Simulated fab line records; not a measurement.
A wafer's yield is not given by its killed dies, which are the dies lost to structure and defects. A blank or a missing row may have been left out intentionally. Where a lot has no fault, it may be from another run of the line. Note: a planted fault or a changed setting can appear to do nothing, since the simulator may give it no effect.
Struck lot and sound lot, side by side + flow nand harc + 15 out of 1302 route steps
Sound: wafers L397.1, L397.4, L397.5. Struck: wafer L413.4 (left out: L413.3, L413.6 of the same lot, which were not struck); the cause appears at the end.
Each step with rows lists, per side, the tool, then ch with its chambers, then its first start. Under that, the readings that differ: sound wafers + struck wafers + difference of the means + sigmas: that difference in standard deviations of wafers without a fault.
alike: readings whose means differ by less than 2 such deviations, and words and numbers that are the same on both sides. not compared: withheld readings, readings that some wafer has no value for, bounds like >300 that may hide the same value, and numbers for which the record gives no deviation and whose values overlap.
The two part at a step that has a row with sigmas, a row that says differs or no value, or rows on one side only. Non-overlapping numbers with no deviation appear without sigmas and do not part them. A reading missing from all wafers of one side parts the sides only when that side holds two or more wafers.

NHARC_P_M2_INSPECT_11:
  sound on defect inspect-01, day 6 11:05; struck on defect inspect-02, day 13 04:32
  alike: raw defect count
NHARC_P_M2_DESCUM_14: chemistry O2, time 3 s.
  sound on rie diel-08 ch 0,2, day 6 11:09; struck on rie diel-01 ch 3, day 13 04:36
  alike: chamber pressure mTorr, drypump motor current A, oes product au, rf vpp V, showerhead plenum p Torr, throttle valve pct
  not compared: rf hours counter h
NHARC_P_M2_ETCH_35: etches the open film in N2/H2, target depth 40 nm, overetch 12 nm, time 43.94 s.
  sound on rie diel-08 ch 0,1,2, day 6 11:13; struck on rie diel-01 ch 3, day 13 04:41
  alike: chamber pressure mTorr, drypump motor current A, oes product au, rf fwd power W, rf vpp V, showerhead plenum p Torr, throttle valve pct
  not compared: rf hours counter h
then, 1 step without rows for these wafers: NHARC_P_M2_ETCH_15 (etches the open film in C4F8/Ar, target depth 182.5 nm, time 91.2 s).
NHARC_P_M2_CD_MEAS_16:
  sound on cd sem-01, day 6 11:26; struck on cd sem-01, day 13 04:55
| reading    | sound             | struck | difference | sigmas |
|------------|-------------------|--------|------------|--------|
| cd nm (nm) | 168.2 169.5 170.7 | 171.7  | +2.2       | +3     |
then, 3 steps without rows for these wafers: NHARC_P_M2_STRIP_18 (strips in N2/H2); NHARC_P_M2_ETCH_28 (etches the open film in CF4/N2, target depth 30 nm, time 72.99 s); NHARC_P_M2_STRIP_19 (strips in post etch residue remover, time 600 s).
NHARC_P_M2_DEGAS_29: time 60 s.
  sound on pvd sputter-01, day 6 12:13; struck on pvd sputter-01, day 13 05:37
  alike: heater power w
then, 2 steps without rows for these wafers: NHARC_P_M2_PRE_CLEAN_30 (time 30 s); NHARC_P_M2_PVD_20 (deposits TaN, target thk 5 nm, time 8.06 s).
NHARC_P_M2_PVD_21: deposits Cu, target thk 30 nm, time 20.49 s.
  sound on pvd sputter-01; struck on pvd sputter-01
  alike: throttle valve pct
NHARC_P_M2_ECD_22: material Cu, target thk 400 nm.
  sound on ecd cu-02 ch 0,1, day 6 12:37; struck on ecd cu-01 ch 0, day 13 06:05
  alike: bath temp c
NHARC_P_M2_ANNEAL_31: time 90 s.
  sound on rtp anneal-01 ch 0, day 6 12:57; struck on rtp anneal-01 ch 0, day 13 06:28
  alike: wafer_temp_C_max
NHARC_P_M2_CMP_23: polishes, t overpolish 20 s, target thk 144.3 nm.
  sound on cmp-02 ch 1,2,3, day 6 13:21; struck on cmp-04 ch 0, day 13 06:45
| reading                | sound          | struck | difference | sigmas |
|------------------------|----------------|--------|------------|--------|
| time to endpoint s (s) | 29.5 27.5 24.0 | 16.9   | -10.1      | -4     |
  alike: motor current A

## WHERE THEY PART
First at NHARC_P_M2_CD_MEAS_16; last, within this record, at NHARC_P_M2_CMP_23.

WHY: whatever the simulator had introduced
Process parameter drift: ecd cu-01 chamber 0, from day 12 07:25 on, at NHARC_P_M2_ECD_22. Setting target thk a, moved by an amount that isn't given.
